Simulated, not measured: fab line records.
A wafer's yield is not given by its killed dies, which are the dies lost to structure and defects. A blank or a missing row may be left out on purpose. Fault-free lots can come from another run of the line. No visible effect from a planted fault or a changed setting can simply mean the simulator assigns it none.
fab line records / flow n5_finfet
record lots=7 wafers=39
route steps=1938 shown DUMMY_GATE@228 SD_EPI_P@321 MOL_CONTACT_COAG@538
start_h: start of the lot's first displayed wafer, in hours after the record's first day / wait_h: time in hours since the lot's previous step / " unchanged from the row above / L1.1+2: several wafers, shown together as one row / - no value, or no start given / * or withheld: withheld / < > ~ a bound
route shown NAME@n: a module of which the file shows steps, and the number in the route of the first / usual: mean/standard deviation taken from wafers without a fault / same: alike in all rows / chamber/n: place in a boat / sites: per-site readings / _std_site: the standard deviation of these / _edge_site: outer sites' mean less inner sites' / radius_mm: how far each site lies from the wafer's centre / mask NAME#n: copy n / behind: the tool/chamber that last shaped the wafer / hold: why the lot went on hold/how many hours it stayed there/how the hold came to an end / device: whichever transistor did not switch (one of n, p or np) / end of line: the route-end tests of the same wafers / a step with no rows: only its recipe / killed: the dies lost at the first sort to structure and to defects; this is not the yield of the wafer / map: shows each die of a wafer: x if killed, . if not, _ if none is there
set.NAME: setting as actually run; set.NAME@STEP: the setting as run at that earlier step / model.NAME: the simulator's own value behind a step, which no gauge read
lots whose settings were changed on purpose; a table a step, a row a wafer
## steps
# step N5_DUMMY_GATE_EXPOSE_12
# recipe mask_id=GATE na=0.33 source_shape=annular sigma_inner=0.2 sigma_outer=0.6 polarization=unpolarized target_cd_nm=25 dose_mj=34
lot.wafer=L075.3+4+6 tool=euv_scanner-01 chamber=0 start_h=52.11 wait_h=- mask=GATE#0 set.dose_mj=34
lot.wafer=L076.1+2+3+4+5+6 tool=euv_scanner-02 chamber=0 start_h=58.77 wait_h=- mask=GATE#0 set.dose_mj=34
lot.wafer=L081.1+2+3+4+5+6 tool=euv_scanner-02 chamber=0 start_h=86.48 wait_h=- mask=GATE#0 set.dose_mj=34
lot.wafer=L085.1+2+3+4+5+6 tool=euv_scanner-01 chamber=0 start_h=115.58 wait_h=- mask=GATE#0 set.dose_mj=34
lot.wafer=L090.1+4+5 tool=euv_scanner-02 chamber=0 start_h=140.65 wait_h=- mask=GATE#0 set.dose_mj=34
lot.wafer=L090.2+3+6 tool=euv_scanner-02 chamber=0 start_h=140.65 wait_h=- mask=GATE#0 set.dose_mj=31.87
lot.wafer=L095.1+3+4 tool=euv_scanner-01 chamber=0 start_h=171.10 wait_h=- mask=GATE#0 set.dose_mj=31.85
lot.wafer=L095.2+5+6 tool=euv_scanner-01 chamber=0 start_h=171.10 wait_h=- mask=GATE#0 set.dose_mj=34
lot.wafer=L097.1+5+6 tool=euv_scanner-02 chamber=0 start_h=184.67 wait_h=- mask=GATE#0 set.dose_mj=34
lot.wafer=L097.2+3+4 tool=euv_scanner-02 chamber=0 start_h=184.67 wait_h=- mask=GATE#0 set.dose_mj=36.42
# step N5_DUMMY_GATE_PEB_13
# recipe peb_temp_c=100 peb_time_s=60 resist=CAR-EUV
# step N5_DUMMY_GATE_DEVELOP_14
# recipe develop_time_s=30 developer=TMAH resist=CAR-EUV rinse_liquid=surfactant_rinse dry=air_spin dev_temp_c=23
# step N5_DUMMY_GATE_CD_MEAS_15
# recipe target_cd_nm=25.8 landing_energy_ev=500 detector=se_inlens
# usual cd_nm=25.02/0.24
lot.wafer=L075.3 tool=cd_sem-03 chamber=0 start_h=52.23 wait_h=- set.dose_mj@DUMMY_GATE_EXPOSE_12=34 cd_nm=25.13
lot.wafer=L075.4 tool=cd_sem-03 chamber=0 start_h=52.23 wait_h=- set.dose_mj@DUMMY_GATE_EXPOSE_12=34 cd_nm=25.16
lot.wafer=L075.6 tool=cd_sem-03 chamber=0 start_h=52.23 wait_h=- set.dose_mj@DUMMY_GATE_EXPOSE_12=34 cd_nm=25.25
lot.wafer=L076.1 tool=cd_sem-02 chamber=0 start_h=58.89 wait_h=- set.dose_mj@DUMMY_GATE_EXPOSE_12=34 cd_nm=24.70
lot.wafer=L076.2 tool=cd_sem-02 chamber=0 start_h=58.89 wait_h=- set.dose_mj@DUMMY_GATE_EXPOSE_12=34 cd_nm=24.75
lot.wafer=L076.3 tool=cd_sem-02 chamber=0 start_h=58.89 wait_h=- set.dose_mj@DUMMY_GATE_EXPOSE_12=34 cd_nm=24.94
lot.wafer=L076.4 tool=cd_sem-02 chamber=0 start_h=58.89 wait_h=- set.dose_mj@DUMMY_GATE_EXPOSE_12=34 cd_nm=24.88
lot.wafer=L076.5 tool=cd_sem-02 chamber=0 start_h=58.89 wait_h=- set.dose_mj@DUMMY_GATE_EXPOSE_12=34 cd_nm=24.66
lot.wafer=L076.6 tool=cd_sem-02 chamber=0 start_h=58.89 wait_h=- set.dose_mj@DUMMY_GATE_EXPOSE_12=34 cd_nm=24.62
lot.wafer=L081.1 tool=cd_sem-02 chamber=0 start_h=86.61 wait_h=- set.dose_mj@DUMMY_GATE_EXPOSE_12=34 cd_nm=25.26
lot.wafer=L081.2 tool=cd_sem-02 chamber=0 start_h=86.61 wait_h=- set.dose_mj@DUMMY_GATE_EXPOSE_12=34 cd_nm=25.32
lot.wafer=L081.3 tool=cd_sem-02 chamber=0 start_h=86.61 wait_h=- set.dose_mj@DUMMY_GATE_EXPOSE_12=34 cd_nm=24.73
lot.wafer=L081.4 tool=cd_sem-02 chamber=0 start_h=86.61 wait_h=- set.dose_mj@DUMMY_GATE_EXPOSE_12=34 cd_nm=24.92
lot.wafer=L081.5 tool=cd_sem-02 chamber=0 start_h=86.61 wait_h=- set.dose_mj@DUMMY_GATE_EXPOSE_12=34 cd_nm=25.17
lot.wafer=L081.6 tool=cd_sem-02 chamber=0 start_h=86.61 wait_h=- set.dose_mj@DUMMY_GATE_EXPOSE_12=34 cd_nm=25.01
lot.wafer=L085.1 tool=cd_sem-02 chamber=0 start_h=115.70 wait_h=- set.dose_mj@DUMMY_GATE_EXPOSE_12=34 cd_nm=24.75
lot.wafer=L085.2 tool=cd_sem-02 chamber=0 start_h=115.70 wait_h=- set.dose_mj@DUMMY_GATE_EXPOSE_12=34 cd_nm=25.06
lot.wafer=L085.3 tool=cd_sem-02 chamber=0 start_h=115.70 wait_h=- set.dose_mj@DUMMY_GATE_EXPOSE_12=34 cd_nm=24.60
lot.wafer=L085.4 tool=cd_sem-02 chamber=0 start_h=115.70 wait_h=- set.dose_mj@DUMMY_GATE_EXPOSE_12=34 cd_nm=25.01
lot.wafer=L085.5 tool=cd_sem-02 chamber=0 start_h=115.70 wait_h=- set.dose_mj@DUMMY_GATE_EXPOSE_12=34 cd_nm=24.78
lot.wafer=L085.6 tool=cd_sem-02 chamber=0 start_h=115.70 wait_h=- set.dose_mj@DUMMY_GATE_EXPOSE_12=34 cd_nm=24.87
lot.wafer=L090.1 tool=cd_sem-02 chamber=0 start_h=140.77 wait_h=- set.dose_mj@DUMMY_GATE_EXPOSE_12=34 cd_nm=24.72
lot.wafer=L090.2 tool=cd_sem-02 chamber=0 start_h=140.77 wait_h=- set.dose_mj@DUMMY_GATE_EXPOSE_12=31.87 cd_nm=26.30
lot.wafer=L090.3 tool=cd_sem-02 chamber=0 start_h=140.77 wait_h=- set.dose_mj@DUMMY_GATE_EXPOSE_12=31.87 cd_nm=26.50
lot.wafer=L090.4 tool=cd_sem-02 chamber=0 start_h=140.77 wait_h=- set.dose_mj@DUMMY_GATE_EXPOSE_12=34 cd_nm=24.81
lot.wafer=L090.5 tool=cd_sem-02 chamber=0 start_h=140.77 wait_h=- set.dose_mj@DUMMY_GATE_EXPOSE_12=34 cd_nm=24.99
lot.wafer=L090.6 tool=cd_sem-02 chamber=0 start_h=140.77 wait_h=- set.dose_mj@DUMMY_GATE_EXPOSE_12=31.87 cd_nm=26.06
lot.wafer=L095.1 tool=cd_sem-01 chamber=0 start_h=171.23 wait_h=- set.dose_mj@DUMMY_GATE_EXPOSE_12=31.85 cd_nm=26.31
lot.wafer=L095.2 tool=cd_sem-01 chamber=0 start_h=171.23 wait_h=- set.dose_mj@DUMMY_GATE_EXPOSE_12=34 cd_nm=25.05
lot.wafer=L095.3 tool=cd_sem-01 chamber=0 start_h=171.23 wait_h=- set.dose_mj@DUMMY_GATE_EXPOSE_12=31.85 cd_nm=26.31
lot.wafer=L095.4 tool=cd_sem-01 chamber=0 start_h=171.23 wait_h=- set.dose_mj@DUMMY_GATE_EXPOSE_12=31.85 cd_nm=26.25
lot.wafer=L095.5 tool=cd_sem-01 chamber=0 start_h=171.23 wait_h=- set.dose_mj@DUMMY_GATE_EXPOSE_12=34 cd_nm=24.94
lot.wafer=L095.6 tool=cd_sem-01 chamber=0 start_h=171.23 wait_h=- set.dose_mj@DUMMY_GATE_EXPOSE_12=34 cd_nm=24.83
lot.wafer=L097.1 tool=cd_sem-01 chamber=0 start_h=184.80 wait_h=- set.dose_mj@DUMMY_GATE_EXPOSE_12=34 cd_nm=24.98
lot.wafer=L097.2 tool=cd_sem-01 chamber=0 start_h=184.80 wait_h=- set.dose_mj@DUMMY_GATE_EXPOSE_12=36.42 cd_nm=23.84
lot.wafer=L097.3 tool=cd_sem-01 chamber=0 start_h=184.80 wait_h=- set.dose_mj@DUMMY_GATE_EXPOSE_12=36.42 cd_nm=23.65
lot.wafer=L097.4 tool=cd_sem-01 chamber=0 start_h=184.80 wait_h=- set.dose_mj@DUMMY_GATE_EXPOSE_12=36.42 cd_nm=23.89
lot.wafer=L097.5 tool=cd_sem-01 chamber=0 start_h=184.80 wait_h=- set.dose_mj@DUMMY_GATE_EXPOSE_12=34 cd_nm=24.78
lot.wafer=L097.6 tool=cd_sem-01 chamber=0 start_h=184.80 wait_h=- set.dose_mj@DUMMY_GATE_EXPOSE_12=34 cd_nm=25.14
# step N5_SD_EPI_P_EPI_21
# recipe material=SiGe:B dopant=B temp_c=550 pressure_torr=20 ambient=H2 time_s=355
lot.wafer=L075.3+6 tool=epi_rpcvd-04 chamber=0 start_h=63.53 wait_h=0.8 set.pressure_torr=20 model.SiGe-B_of_SD_EPI_P_EPI_21.thk_nm=60.8
lot.wafer=L075.4 tool=epi_rpcvd-04 chamber=0 start_h=63.53 wait_h=0.8 set.pressure_torr=20 model.SiGe-B_of_SD_EPI_P_EPI_21.thk_nm=60.2
lot.wafer=L076.1+3+5 tool=epi_rpcvd-04 chamber=0 start_h=68.12 wait_h=0.3 set.pressure_torr=20 model.SiGe-B_of_SD_EPI_P_EPI_21.thk_nm=60.8
lot.wafer=L076.2 tool=epi_rpcvd-04 chamber=0 start_h=68.12 wait_h=0.3 set.pressure_torr=20 model.SiGe-B_of_SD_EPI_P_EPI_21.thk_nm=60.4
lot.wafer=L076.4 tool=epi_rpcvd-04 chamber=0 start_h=70.04 wait_h=2.0 set.pressure_torr=20 model.SiGe-B_of_SD_EPI_P_EPI_21.thk_nm=60.6
lot.wafer=L076.6 tool=epi_rpcvd-04 chamber=0 start_h=71.32 wait_h=3.2 set.pressure_torr=20 model.SiGe-B_of_SD_EPI_P_EPI_21.thk_nm=60.2
lot.wafer=L081.1 tool=epi_rpcvd-03 chamber=0 start_h=95.84 wait_h=0.1 set.pressure_torr=21.63 model.SiGe-B_of_SD_EPI_P_EPI_21.thk_nm=63.2
lot.wafer=L081.2+3 tool=epi_rpcvd-03 chamber=0 start_h=95.84 wait_h=0.1 set.pressure_torr=21.63 model.SiGe-B_of_SD_EPI_P_EPI_21.thk_nm=62.8
lot.wafer=L081.4+5 tool=epi_rpcvd-03 chamber=0 start_h=95.84 wait_h=0.1 set.pressure_torr=21.63 model.SiGe-B_of_SD_EPI_P_EPI_21.thk_nm=63.6
lot.wafer=L081.6 tool=epi_rpcvd-03 chamber=0 start_h=95.84 wait_h=0.1 set.pressure_torr=21.63 model.SiGe-B_of_SD_EPI_P_EPI_21.thk_nm=63.4
lot.wafer=L085.1 tool=epi_rpcvd-02 chamber=0 start_h=123.78 wait_h=0.1 set.pressure_torr=16.2 model.SiGe-B_of_SD_EPI_P_EPI_21.thk_nm=56.6
lot.wafer=L085.2 tool=epi_rpcvd-02 chamber=0 start_h=123.78 wait_h=0.1 set.pressure_torr=16.2 model.SiGe-B_of_SD_EPI_P_EPI_21.thk_nm=57.2
lot.wafer=L085.3+6 tool=epi_rpcvd-02 chamber=0 start_h=123.78 wait_h=0.1 set.pressure_torr=16.2 model.SiGe-B_of_SD_EPI_P_EPI_21.thk_nm=57
lot.wafer=L085.4 tool=epi_rpcvd-02 chamber=0 start_h=123.78 wait_h=0.1 set.pressure_torr=16.2 model.SiGe-B_of_SD_EPI_P_EPI_21.thk_nm=56.4
lot.wafer=L085.5 tool=epi_rpcvd-02 chamber=0 start_h=123.78 wait_h=0.1 set.pressure_torr=16.2 model.SiGe-B_of_SD_EPI_P_EPI_21.thk_nm=57.4
lot.wafer=L090.1+6 tool=epi_rpcvd-02 chamber=0 start_h=150.01 wait_h=0.1 set.pressure_torr=23.33 model.SiGe-B_of_SD_EPI_P_EPI_21.thk_nm=64.2
lot.wafer=L090.2 tool=epi_rpcvd-02 chamber=0 start_h=150.01 wait_h=0.1 set.pressure_torr=23.33 model.SiGe-B_of_SD_EPI_P_EPI_21.thk_nm=65.4
lot.wafer=L090.3 tool=epi_rpcvd-02 chamber=0 start_h=150.01 wait_h=0.1 set.pressure_torr=23.33 model.SiGe-B_of_SD_EPI_P_EPI_21.thk_nm=65.2
lot.wafer=L090.4 tool=epi_rpcvd-02 chamber=0 start_h=150.01 wait_h=0.1 set.pressure_torr=23.33 model.SiGe-B_of_SD_EPI_P_EPI_21.thk_nm=64.6
lot.wafer=L090.5 tool=epi_rpcvd-02 chamber=0 start_h=150.01 wait_h=0.1 set.pressure_torr=23.33 model.SiGe-B_of_SD_EPI_P_EPI_21.thk_nm=65
lot.wafer=L095.1+2 tool=epi_rpcvd-03 chamber=0 start_h=179.55 wait_h=0.1 set.pressure_torr=21.78 model.SiGe-B_of_SD_EPI_P_EPI_21.thk_nm=63.4
lot.wafer=L095.3+4 tool=epi_rpcvd-03 chamber=0 start_h=179.55 wait_h=0.1 set.pressure_torr=21.78 model.SiGe-B_of_SD_EPI_P_EPI_21.thk_nm=63
lot.wafer=L095.5+6 tool=epi_rpcvd-03 chamber=0 start_h=179.55 wait_h=0.1 set.pressure_torr=21.78 model.SiGe-B_of_SD_EPI_P_EPI_21.thk_nm=64
lot.wafer=L097.1 tool=epi_rpcvd-04 chamber=0 start_h=193.60 wait_h=0.1 set.pressure_torr=20 model.SiGe-B_of_SD_EPI_P_EPI_21.thk_nm=60.4
lot.wafer=L097.2 tool=epi_rpcvd-04 chamber=0 start_h=193.60 wait_h=0.1 set.pressure_torr=20 model.SiGe-B_of_SD_EPI_P_EPI_21.thk_nm=61.2
lot.wafer=L097.3 tool=epi_rpcvd-04 chamber=0 start_h=193.60 wait_h=0.1 set.pressure_torr=20 model.SiGe-B_of_SD_EPI_P_EPI_21.thk_nm=60.2
lot.wafer=L097.4+6 tool=epi_rpcvd-04 chamber=0 start_h=193.60 wait_h=0.1 set.pressure_torr=20 model.SiGe-B_of_SD_EPI_P_EPI_21.thk_nm=60.8
lot.wafer=L097.5 tool=epi_rpcvd-04 chamber=0 start_h=193.60 wait_h=0.1 set.pressure_torr=20 model.SiGe-B_of_SD_EPI_P_EPI_21.thk_nm=61.6
# step N5_MOL_CONTACT_COAG_ETCH_110
# recipe chemistry=CF4/O2 target=Si target_depth_a=25 time_s=8 pressure_mtorr=100 source_w=200 bias_w=12 ion_energy_ev=60 Ar_flow_sccm=100 cf4_flow_sccm=100 O2_flow_sccm=10
# usual rf_vpp_V=129.0/2.7
lot.wafer=L075.3 tool=rie_diel-01 chamber=1 start_h=96.07 wait_h=0.0 set.source_w=200 rf_vpp_V=124.7
lot.wafer=L075.4 tool=rie_diel-01 chamber=0 start_h=96.07 wait_h=0.0 set.source_w=200 rf_vpp_V=129.1
lot.wafer=L075.6 tool=rie_diel-01 chamber=1 start_h=96.07 wait_h=0.0 set.source_w=200 rf_vpp_V=127.2
lot.wafer=L076.1 tool=rie_diel-03 chamber=1 start_h=102.07 wait_h=0.0 set.source_w=177.7 rf_vpp_V=142.1
lot.wafer=L076.2 tool=rie_diel-03 chamber=3 start_h=102.07 wait_h=0.0 set.source_w=177.7 rf_vpp_V=142.9
lot.wafer=L076.3 tool=rie_diel-03 chamber=2 start_h=102.07 wait_h=0.0 set.source_w=177.7 rf_vpp_V=138.1
lot.wafer=L076.4 tool=rie_diel-03 chamber=0 start_h=102.07 wait_h=0.0 set.source_w=200 rf_vpp_V=128.4
lot.wafer=L076.5 tool=rie_diel-03 chamber=0 start_h=102.07 wait_h=0.0 set.source_w=200 rf_vpp_V=130.2
lot.wafer=L076.6 tool=rie_diel-03 chamber=1 start_h=102.07 wait_h=0.0 set.source_w=200 rf_vpp_V=132.5
lot.wafer=L081.1 tool=rie_diel-03 chamber=2 start_h=128.41 wait_h=0.0 set.source_w=200 rf_vpp_V=130.4
lot.wafer=L081.2 tool=rie_diel-03 chamber=0 start_h=128.41 wait_h=0.0 set.source_w=200 rf_vpp_V=126.6
lot.wafer=L081.3 tool=rie_diel-03 chamber=1 start_h=128.41 wait_h=0.0 set.source_w=181.3 rf_vpp_V=139.1
lot.wafer=L081.4 tool=rie_diel-03 chamber=3 start_h=128.41 wait_h=0.0 set.source_w=181.3 rf_vpp_V=140.4
lot.wafer=L081.5 tool=rie_diel-03 chamber=3 start_h=128.41 wait_h=0.0 set.source_w=181.3 rf_vpp_V=140.5
lot.wafer=L081.6 tool=rie_diel-03 chamber=2 start_h=128.41 wait_h=0.0 set.source_w=200 rf_vpp_V=128.8
lot.wafer=L085.1 tool=rie_diel-01 chamber=3 start_h=156.97 wait_h=0.0 set.source_w=200 rf_vpp_V=131.3
lot.wafer=L085.2 tool=rie_diel-01 chamber=2 start_h=156.97 wait_h=0.0 set.source_w=200 rf_vpp_V=131.8
lot.wafer=L085.3 tool=rie_diel-01 chamber=0 start_h=156.97 wait_h=0.0 set.source_w=200 rf_vpp_V=129.2
lot.wafer=L085.4 tool=rie_diel-01 chamber=1 start_h=156.97 wait_h=0.0 set.source_w=200 rf_vpp_V=125.9
lot.wafer=L085.5 tool=rie_diel-01 chamber=1 start_h=156.97 wait_h=0.0 set.source_w=200 rf_vpp_V=125.3
lot.wafer=L085.6 tool=rie_diel-01 chamber=0 start_h=156.97 wait_h=0.0 set.source_w=200 rf_vpp_V=128.6
lot.wafer=L090.1 tool=rie_diel-05 chamber=3 start_h=182.89 wait_h=0.0 set.source_w=200 rf_vpp_V=128.1
lot.wafer=L090.2 tool=rie_diel-05 chamber=1 start_h=182.89 wait_h=0.0 set.source_w=200 rf_vpp_V=124.6
lot.wafer=L090.3 tool=rie_diel-05 chamber=2 start_h=182.89 wait_h=0.0 set.source_w=200 rf_vpp_V=128.7
lot.wafer=L090.4 tool=rie_diel-05 chamber=0 start_h=182.89 wait_h=0.0 set.source_w=200 rf_vpp_V=124.6
lot.wafer=L090.5 tool=rie_diel-05 chamber=2 start_h=182.89 wait_h=0.0 set.source_w=200 rf_vpp_V=130.5
lot.wafer=L090.6 tool=rie_diel-05 chamber=1 start_h=182.89 wait_h=0.0 set.source_w=200 rf_vpp_V=125.6
lot.wafer=L095.1 tool=rie_diel-03 chamber=3 start_h=212.68 wait_h=0.0 set.source_w=200 rf_vpp_V=132.4
lot.wafer=L095.2 tool=rie_diel-03 chamber=0 start_h=212.68 wait_h=0.0 set.source_w=200 rf_vpp_V=130.3
lot.wafer=L095.3 tool=rie_diel-03 chamber=1 start_h=212.68 wait_h=0.0 set.source_w=172.5 rf_vpp_V=144.3
lot.wafer=L095.4 tool=rie_diel-03 chamber=0 start_h=212.68 wait_h=0.0 set.source_w=172.5 rf_vpp_V=144.2
lot.wafer=L095.5 tool=rie_diel-03 chamber=3 start_h=212.68 wait_h=0.0 set.source_w=200 rf_vpp_V=132.3
lot.wafer=L095.6 tool=rie_diel-03 chamber=1 start_h=212.68 wait_h=0.0 set.source_w=172.5 rf_vpp_V=144.1
lot.wafer=L097.1 tool=rie_diel-05 chamber=2 start_h=229.24 wait_h=0.0 set.source_w=188.9 rf_vpp_V=134.6
lot.wafer=L097.2 tool=rie_diel-05 chamber=1 start_h=229.24 wait_h=0.0 set.source_w=200 rf_vpp_V=126.0
lot.wafer=L097.3 tool=rie_diel-05 chamber=0 start_h=229.24 wait_h=0.0 set.source_w=200 rf_vpp_V=123.5
lot.wafer=L097.4 tool=rie_diel-05 chamber=2 start_h=229.24 wait_h=0.0 set.source_w=188.9 rf_vpp_V=135.5
lot.wafer=L097.5 tool=rie_diel-05 chamber=0 start_h=229.24 wait_h=0.0 set.source_w=188.9 rf_vpp_V=129.2
lot.wafer=L097.6 tool=rie_diel-05 chamber=1 start_h=229.24 wait_h=0.0 set.source_w=200 rf_vpp_V=126.6
# step N5_MOL_CONTACT_COAG_SPUTTER_130
# recipe material=Co target_thk_a=475 temp_c=25 chamber_pressure_pa=0.5 power_w=3000
lot.wafer=L075.3+4 tool=pvd_sputter-02 chamber=- start_h=104.67 wait_h=0.0 set.target_thk_a=475 model.Co_of_MOL_CONTACT_COAG_SPUTTER_130.thk_nm=47.8
lot.wafer=L075.6 tool=pvd_sputter-02 chamber=- start_h=104.67 wait_h=0.0 set.target_thk_a=475 model.Co_of_MOL_CONTACT_COAG_SPUTTER_130.thk_nm=47.6
lot.wafer=L076.1 tool=pvd_sputter-02 chamber=- start_h=107.69 wait_h=0.0 set.target_thk_a=506.7 model.Co_of_MOL_CONTACT_COAG_SPUTTER_130.thk_nm=50.2
lot.wafer=L076.2 tool=pvd_sputter-02 chamber=- start_h=107.69 wait_h=0.0 set.target_thk_a=506.7 model.Co_of_MOL_CONTACT_COAG_SPUTTER_130.thk_nm=50.8
lot.wafer=L076.3+5+6 tool=pvd_sputter-02 chamber=- start_h=107.69 wait_h=0.0 set.target_thk_a=475 model.Co_of_MOL_CONTACT_COAG_SPUTTER_130.thk_nm=47.2
lot.wafer=L076.4 tool=pvd_sputter-02 chamber=- start_h=107.69 wait_h=0.0 set.target_thk_a=506.7 model.Co_of_MOL_CONTACT_COAG_SPUTTER_130.thk_nm=50.4
lot.wafer=L081.1 tool=pvd_sputter-02 chamber=- start_h=133.35 wait_h=0.0 set.target_thk_a=534.7 model.Co_of_MOL_CONTACT_COAG_SPUTTER_130.thk_nm=52.8
lot.wafer=L081.2 tool=pvd_sputter-02 chamber=- start_h=133.35 wait_h=0.0 set.target_thk_a=475 model.Co_of_MOL_CONTACT_COAG_SPUTTER_130.thk_nm=47.6
lot.wafer=L081.3 tool=pvd_sputter-02 chamber=- start_h=133.35 wait_h=0.0 set.target_thk_a=534.7 model.Co_of_MOL_CONTACT_COAG_SPUTTER_130.thk_nm=53.2
lot.wafer=L081.4 tool=pvd_sputter-02 chamber=- start_h=133.35 wait_h=0.0 set.target_thk_a=534.7 model.Co_of_MOL_CONTACT_COAG_SPUTTER_130.thk_nm=53.8
lot.wafer=L081.5 tool=pvd_sputter-02 chamber=- start_h=133.35 wait_h=0.0 set.target_thk_a=475 model.Co_of_MOL_CONTACT_COAG_SPUTTER_130.thk_nm=48
lot.wafer=L081.6 tool=pvd_sputter-02 chamber=- start_h=133.35 wait_h=0.0 set.target_thk_a=475 model.Co_of_MOL_CONTACT_COAG_SPUTTER_130.thk_nm=47.4
lot.wafer=L085.1 tool=pvd_sputter-02 chamber=- start_h=165.27 wait_h=0.0 set.target_thk_a=523.9 model.Co_of_MOL_CONTACT_COAG_SPUTTER_130.thk_nm=51.6
lot.wafer=L085.2 tool=pvd_sputter-02 chamber=- start_h=165.27 wait_h=0.0 set.target_thk_a=475 model.Co_of_MOL_CONTACT_COAG_SPUTTER_130.thk_nm=46
lot.wafer=L085.3+4 tool=pvd_sputter-02 chamber=- start_h=165.27 wait_h=0.0 set.target_thk_a=523.9 model.Co_of_MOL_CONTACT_COAG_SPUTTER_130.thk_nm=52.4
lot.wafer=L085.5 tool=pvd_sputter-02 chamber=- start_h=165.27 wait_h=0.0 set.target_thk_a=475 model.Co_of_MOL_CONTACT_COAG_SPUTTER_130.thk_nm=47.6
lot.wafer=L085.6 tool=pvd_sputter-02 chamber=- start_h=165.27 wait_h=0.0 set.target_thk_a=475 model.Co_of_MOL_CONTACT_COAG_SPUTTER_130.thk_nm=46.8
lot.wafer=L090.1 tool=pvd_sputter-01 chamber=- start_h=188.31 wait_h=0.0 set.target_thk_a=475 model.Co_of_MOL_CONTACT_COAG_SPUTTER_130.thk_nm=47.4
lot.wafer=L090.2 tool=pvd_sputter-01 chamber=- start_h=188.31 wait_h=0.0 set.target_thk_a=475 model.Co_of_MOL_CONTACT_COAG_SPUTTER_130.thk_nm=46.8
lot.wafer=L090.3+4+5+6 tool=pvd_sputter-01 chamber=- start_h=188.31 wait_h=0.0 set.target_thk_a=475 model.Co_of_MOL_CONTACT_COAG_SPUTTER_130.thk_nm=47
lot.wafer=L095.1+2 tool=pvd_sputter-01 chamber=- start_h=217.11 wait_h=0.0 set.target_thk_a=475 model.Co_of_MOL_CONTACT_COAG_SPUTTER_130.thk_nm=47.6
lot.wafer=L095.3+5 tool=pvd_sputter-01 chamber=- start_h=217.11 wait_h=0.0 set.target_thk_a=475 model.Co_of_MOL_CONTACT_COAG_SPUTTER_130.thk_nm=48.2
lot.wafer=L095.4+6 tool=pvd_sputter-01 chamber=- start_h=217.11 wait_h=0.0 set.target_thk_a=475 model.Co_of_MOL_CONTACT_COAG_SPUTTER_130.thk_nm=47.8
lot.wafer=L097.1+5 tool=pvd_sputter-03 chamber=- start_h=235.92 wait_h=0.0 set.target_thk_a=475 model.Co_of_MOL_CONTACT_COAG_SPUTTER_130.thk_nm=47.4
lot.wafer=L097.2 tool=pvd_sputter-03 chamber=- start_h=235.92 wait_h=0.0 set.target_thk_a=530.4 model.Co_of_MOL_CONTACT_COAG_SPUTTER_130.thk_nm=52.6
lot.wafer=L097.3+4 tool=pvd_sputter-03 chamber=- start_h=235.92 wait_h=0.0 set.target_thk_a=530.4 model.Co_of_MOL_CONTACT_COAG_SPUTTER_130.thk_nm=53.2
lot.wafer=L097.6 tool=pvd_sputter-03 chamber=- start_h=235.92 wait_h=0.0 set.target_thk_a=475 model.Co_of_MOL_CONTACT_COAG_SPUTTER_130.thk_nm=47.6
## key
split step=N5_DUMMY_GATE_EXPOSE_12 setting=dose_mj stated=34 by=wafer
response step=N5_DUMMY_GATE_CD_MEAS_15 reading=cd_nm change=-0.2 per=1% r=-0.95
split step=N5_SD_EPI_P_EPI_21 setting=pressure_torr stated=20 by=lot
response step=N5_SD_EPI_P_EPI_21 reading=model.SiGe-B_of_SD_EPI_P_EPI_21.thk_nm change=+0.229 per=1% r=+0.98
split step=N5_MOL_CONTACT_COAG_ETCH_110 setting=source_w stated=200 by=wafer
response step=N5_MOL_CONTACT_COAG_ETCH_110 reading=rf_vpp_V change=-1.02 per=1% r=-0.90
split step=N5_MOL_CONTACT_COAG_SPUTTER_130 setting=target_thk_a stated=475 by=wafer
response step=N5_MOL_CONTACT_COAG_SPUTTER_130 reading=model.Co_of_MOL_CONTACT_COAG_SPUTTER_130.thk_nm change=+0.476 per=1% r=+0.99
